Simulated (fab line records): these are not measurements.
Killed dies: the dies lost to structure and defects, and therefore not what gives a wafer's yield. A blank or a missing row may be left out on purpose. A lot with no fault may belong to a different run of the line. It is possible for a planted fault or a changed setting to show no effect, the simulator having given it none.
Struck lot and sound lot, side by side | flow nand-harc | 23 steps out of a route of 1302
Sound: wafers L558.1, L558.4, L558.5. Struck: wafers L569.1, L569.3, L569.4. The cause is named last.
Order at every step that has rows: each side's tool, ch and its chambers, its first start. Under that, the readings that differ: sound wafers | struck wafers | difference of the means | sigmas: that difference in standard deviations of wafers without a fault.
alike: a reading whose means differ by less than 2 such deviations, as well as words and numbers matching on both sides. not compared: withheld readings; readings where some wafer has no value; bounds like >300 that might hide an equal value; numbers whose values overlap and for which the record gives no deviation.
A row with sigmas, a row that says differs or no value, or rows on one side alone: a step with any of these is where the two part. Non-overlapping numbers with no deviation appear without sigmas and do not part them. A reading that every wafer of one side lacks parts them only if that side has two wafers or more.

NHARC_P_CONTACT_CVD_23: deposits W, target thk 200 nm, time 557 s.
  sound on cvd-w-01 ch 0,1; struck on cvd-w-02 ch 0,1
  alike: heater-power-outer-w, heater-power-w, throttle-valve-pct
NHARC_P_CONTACT_CMP_24: polishes, t overpolish 30 s, target thk 200 nm.
  sound on cmp-04 ch 0,1,2, day 7 12:37; struck on cmp-02 ch 0,1,2, day 11 23:58
  alike: motor-current-A, overpolish-run-s, time-to-endpoint-s
then, 1 step without rows for these wafers: NHARC_P_CONTACT_SRD_26.
NHARC_P_CONTACT_INSPECT_27:
  sound on defect-inspect-01, day 7 13:02; struck on defect-inspect-02, day 12 00:20
  alike: raw-defect-count
then, 7 steps without rows for these wafers: NHARC_P_M0_DEP_00 (deposits SiOC, target thk 150 nm); NHARC_P_M0_DEHYDRATE_01 (time 120 s); NHARC_P_M0_HMDS_02 (time 30 s); NHARC_P_M0_COAT_33 (time 65 s); NHARC_P_M0_COAT_03 (resist thk 90 nm); NHARC_P_M0_SOFTBAKE_04 (time 55 s); NHARC_P_M0_EBR_05.
NHARC_P_M0_EXPOSE_06: exposes mask P M0, target cd 90 nm.
  sound on arfi-scanner-03 ch 0, day 7 13:41; struck on arfi-scanner-03 ch 0, day 12 01:06
  reading              | sound             | struck            | difference | sigmas
  exposure-dose-mJ-cm2 | 81.10 81.19 81.07 | 76.87 76.95 77.01 | -4.18      | -49
  alike: mask
then, 2 steps without rows for these wafers: NHARC_P_M0_PEB_07 (peb time 65 s); NHARC_P_M0_DEVELOP_08 (develop time 35 s).
NHARC_P_M0_CD_MEAS_09: the cd target is 90 nm.
  sound on cd-sem-03 ch 0, day 7 13:49; struck on cd-sem-02 ch 0
  reading    | sound          | struck         | difference | sigmas
  cd-nm (nm) | 91.4 90.0 89.0 | 86.5 85.8 85.9 | -4.1       | -6
  not compared: hold
NHARC_P_M0_OVL_MEAS_10: pitch 180 nm.
  sound on overlay-02, day 7 13:55; struck on overlay-01, day 12 04:31
  reading           | sound          | struck                                                                     | difference                   | sigmas
  hold              | - - -          | await-dispo/3.0h/release await-dispo/3.0h/release await-dispo/3.0h/release | no value on the sound wafers |
  overlay-y-nm (nm) | -1.1 -1.0 -1.0 | 1.3 0.9 1.0                                                                | +2.1                         | +3
  alike: overlay-x-nm
NHARC_P_M0_INSPECT_11:
  sound on defect-inspect-01, day 7 13:56; struck on defect-inspect-01, day 12 04:32
  alike: raw-defect-count
NHARC_P_M0_DESCUM_14: chemistry O2, time 3 s.
  sound on rie-diel-10 ch 0,2,3, day 7 14:01; struck on rie-diel-11 ch 2,3, day 12 04:43
  reading               | sound             | struck            | difference | sigmas
  oes-product-au (a.u.) | 0.980 1.000 0.977 | 0.998 1.031 1.013 | +0.028     | +2
  model.P_M0.cd-nm (nm) | 90.37 90.93 89.28 | 85.75 85.06 84.74 | -5.01      |
  alike: drypump-motor-current-A, rf-vpp-V, showerhead-plenum-p-Torr, throttle-valve-pct
  not compared: rf-hours-counter-h
NHARC_P_M0_ETCH_34: etches the open film in N2/H2, target depth 40 nm, overetch 12 nm, time 43.94 s.
  sound on rie-diel-10 ch 0,3, day 7 14:08; struck on rie-diel-11 ch 0,2,3, day 12 04:50
  reading               | sound             | struck            | difference | sigmas
  oes-product-au (a.u.) | 1.004 0.980 0.974 | 1.004 1.024 1.005 | +0.025     | +2
  alike: drypump-motor-current-A, rf-vpp-V, showerhead-plenum-p-Torr, throttle-valve-pct
  not compared: rf-hours-counter-h
NHARC_P_M0_ETCH_15: etches the open film in C4F8/Ar, target depth 150 nm, overetch 15 nm, time 82.5 s.
  sound on rie-diel-10 ch 2,3; struck on rie-diel-11 ch 0,2
  reading               | sound             | struck            | difference | sigmas
  model.P_M0.cd-nm (nm) | 90.59 91.08 89.28 | 85.86 84.96 84.78 | -5.12      |
  alike: oes-product-au, rf-vpp-V
  not compared: rf-hours-counter-h
NHARC_P_M0_CD_MEAS_16:
  sound on cd-sem-01, day 7 14:22; struck on cd-sem-03, day 12 05:25
  reading    | sound          | struck         | difference | sigmas
  cd-nm (nm) | 90.4 91.1 89.1 | 85.7 84.9 84.6 | -5.1       | -5
  not compared: hold
NHARC_P_M0_STRIP_18: strips in N2/H2.
  sound on rie-diel-11 ch 1,2,3, day 7 14:29; struck on rie-diel-10 ch 0,2,3, day 12 12:09
  reading | sound | struck                                                                     | difference                   | sigmas
  hold    | - - - | await-dispo/5.1h/release await-dispo/5.1h/release await-dispo/5.1h/release | no value on the sound wafers |
  alike: drypump-motor-current-A, oes-product-au, rf-vpp-V, showerhead-plenum-p-Torr, throttle-valve-pct
  not compared: rf-hours-counter-h
-- record jumps: 18 days between struck wafers' starts before vs after; left off in module P_M0, resumes in module END, first step shown is number 1302 of the route --
NHARC_END_SORT_01:
  here the record holds rows for the struck wafers (prober-01 ch 0, day 30 14:37) but none for the sound ones

== WHERE THEY PART ==
Earliest at NHARC_P_M0_EXPOSE_06; latest, in this record, at NHARC_END_SORT_01.

WHY: what had been put in by the simulator
Process parameters drifting: arfi-scanner-03 at NHARC_P_M0_EXPOSE_06, beginning at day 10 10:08. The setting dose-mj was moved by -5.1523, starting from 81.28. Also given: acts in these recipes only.
